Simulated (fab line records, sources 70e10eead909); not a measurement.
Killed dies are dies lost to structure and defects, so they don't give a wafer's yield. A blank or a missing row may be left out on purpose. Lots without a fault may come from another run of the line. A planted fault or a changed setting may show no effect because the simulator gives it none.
A struck lot beside a sound one | flow nand_harc | 13 steps out of a route of 1302
Sound: wafers L924.4, L924.5, L924.6. Struck: wafers L935.1, L935.4, L935.5. The cause comes at the end.
At each step with rows: each side's tool, then ch and its chambers, then its first start. Under that, the readings that differ: sound wafers | struck wafers | difference of the means | sigmas: that difference in standard deviations of wafers without a fault.
alike: readings whose means differ by less than 2 such deviations, and words and numbers that are the same on both sides. not compared: withheld readings, readings that some wafer has no value for, bounds like >300 that may hide the same value, and numbers for which the record gives no deviation and whose values overlap.
The two part at a step that has a row with sigmas, a row that says differs or no value, or rows on one side only. Numbers that don't overlap but have no deviation are shown without sigmas and don't part them. A reading that every wafer of one side lacks parts them only if that side has two wafers or more.

first, 4 steps without rows for these wafers: NHARC_A_STAIRCASE_EXPOSE_438 (exposes mask STAIR REV); NHARC_A_STAIRCASE_PEB_439 (peb time 130 s); NHARC_A_STAIRCASE_DEVELOP_440 (time 140 s); NHARC_A_STAIRCASE_HARDBAKE_442 (time 140 s).
NHARC_A_STAIRCASE_DESCUM_443: chemistry O2, time 3 s.
  sound on rie_diel-03 ch 1,2, day 20 13:36; struck on rie_diel-02 ch 0,2,3, day 26 13:01
  alike: drypump_motor_current_A, oes_product_au, rf_vpp_V, showerhead_plenum_p_Torr, throttle_valve_pct
  not compared: rf_hours_counter_h
NHARC_A_STAIRCASE_ETCH_444: etches the open film in C4F8/O2, target depth 20400 nm, time 6800 s.
  sound on rie_diel-03 ch 0,1,3, day 20 15:07; struck on rie_diel-02 ch 0,1,3, day 26 13:34
  alike: bias_w, oes_product_au, rf_vpp_V
  not compared: rf_hours_counter_h
NHARC_A_STAIRCASE_STRIP_446: strips in O2.
  sound on plasma_asher-02 ch 0,1, day 20 18:14; struck on plasma_asher-01 ch 0,1, day 26 17:27
  reading             | sound    | struck | difference                    | sigmas
  rf_refl_power_W (W) | 12 18 13 | - - -  | no value on the struck wafers |
  alike: drypump_motor_current_A, heater_power_w
  not compared: rf_hours_counter_h
then, 3 steps without rows for these wafers: NHARC_A_STAIRCASE_STRIP_447 (strips in SPM, time 900 s); NHARC_A_STAIRCASE_PRECLEAN_448 (cleans in SC1); NHARC_A_STAIRCASE_SRD_449.
NHARC_A_STAIRCASE_CMP_450: polishes SiO2, target thk 200 nm.
  sound on cmp-02 ch 1,2,3, day 20 18:55; struck on cmp-04 ch 0,1,3, day 26 18:17
  no value came back on the struck wafers for edge_zone_pressure_frac, motor_current_A (A); on the sound wafers edge_zone_pressure_frac reads 0.999 1.004 1.007
  not compared: pad_life_wafers
NHARC_A_STAIRCASE_CMP_152: polishes.
  sound on cmp-02 ch 1,2,3, day 20 18:59; struck on cmp-04 ch 0,1,3, day 26 18:21
  reading                 | sound             | struck            | difference | sigmas
  edge_zone_pressure_frac | 0.990 1.001 0.994 | 1.007 1.001 1.006 | +0.010     | +2
  alike: motor_current_A
  not compared: pad_life_wafers
-- the record jumps here: 5 days lie between the struck wafers' starts before and after (it left off in module A_STAIRCASE and takes up again in module END, whose first step shown is number 1302 of the route) --
NHARC_END_SORT_01:
  the record has rows for the struck wafers here (prober-02 ch 0, day 32 05:59) and none for the sound ones

WHERE THEY PART
First at NHARC_A_STAIRCASE_STRIP_446; last, within this record, at NHARC_END_SORT_01.

WHY: what the simulator had put in
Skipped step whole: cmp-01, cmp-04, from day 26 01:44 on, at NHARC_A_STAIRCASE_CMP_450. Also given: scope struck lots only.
